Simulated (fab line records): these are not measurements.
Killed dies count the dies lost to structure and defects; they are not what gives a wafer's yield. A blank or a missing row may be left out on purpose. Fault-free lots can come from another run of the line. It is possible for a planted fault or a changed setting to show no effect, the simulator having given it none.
2 desks, one fault -- flow nand_harc -- each desk has only its own numbers; what lay behind them comes last

== THE TOOL OWNER'S DESK: furnace-01 ==
The tool's own readings at NHARC_THIN_TSV_ANNEAL_58 (time 1800 s): means of the sampled wafers that have a number, for each lot that ran on this tool. Any lot whose mean is over 4 standard deviations away from the usual mean is out of limits and marked OUT; that distance is given in the brackets.
Columns: A = spike_tc_bottom_C at NHARC_THIN_TSV_ANNEAL_58, usual 425.2 C; B = spike_tc_centre_C at NHARC_THIN_TSV_ANNEAL_58, usual 402.0 C; C = spike_tc_lower_C at NHARC_THIN_TSV_ANNEAL_58, usual 400.3 C; D = spike_tc_top_C at NHARC_THIN_TSV_ANNEAL_58, usual 427.3 C; E = spike_tc_upper_C at NHARC_THIN_TSV_ANNEAL_58, usual 400.0 C
lot,first seen here,A,B,C,D,E
L302,day 19 16:12,425.7,403.2,399.4,429.5,400.1
L303,day 19 16:12,426.1,402.0,399.7,427.7,399.7
L306,day 20 12:41,450.4 (+23) OUT,426.2 (+20) OUT,424.7 (+14) OUT,452.8 (+23) OUT,425.0 (+23) OUT
L307,day 21 05:31,450.6 (+23) OUT,426.6 (+21) OUT,425.7 (+14) OUT,451.7 (+22) OUT,425.0 (+23) OUT
L320,day 24 06:59,425.7,403.3,399.9,428.1,399.7
L322,day 24 06:59,427.1,402.7,399.1,428.1,400.0
Finding of this desk: L306, L307 out of limits; the first was L306 at day 20 12:41, on spike_tc_bottom_C at NHARC_THIN_TSV_ANNEAL_58. L302, L303, L320, L322 stayed within limits.

== METROLOGY DESK ==
Means of the sampled wafers that have a number, per lot and without regard to the tool the lot ran on: this is what the gauges read. Any lot whose mean is over 4 standard deviations away from the usual mean is out of limits and marked OUT; that distance is given in the brackets.
Columns: A = thk_nm at NHARC_A_BONDPAD_THK_MEAS_20, usual 169.9 nm
lot,first seen here,A
L299,day 18 11:47,170.1
L300,day 18 12:58,171.8
L302,day 18 16:33,170.6
L303,day 18 16:52,169.0
L304,day 19 09:20,170.4
L306,day 19 09:57,171.9
L307,day 20 05:52,169.5
L314,day 21 12:08,169.1
L317,day 22 02:16,170.2
L322,day 23 07:54,168.8
L320,day 23 08:15,170.8
L321,day 23 20:20,168.3
This desk found nothing out of limits on any of the 12 lots.

== PUT TOGETHER ==
The tool owner's desk could have raised an alarm at day 20 12:41, on L306, L307.
At the metrology desk, nothing out of limits was observed.
The metrology desk holds a record of L306, L307, inside its limits.
Of the lots named, all ran NHARC_THIN_TSV_ANNEAL_58 on furnace-01.

== WHAT HAD BEEN PUT IN BY THE SIMULATOR ==
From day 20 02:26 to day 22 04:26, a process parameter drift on furnace-01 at NHARC_THIN_TSV_ANNEAL_58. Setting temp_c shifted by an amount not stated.
Lots struck among those shown: L306, L307.
Hours from the fault's start to each desk's first reading out of limits: the tool owner's desk, 10.
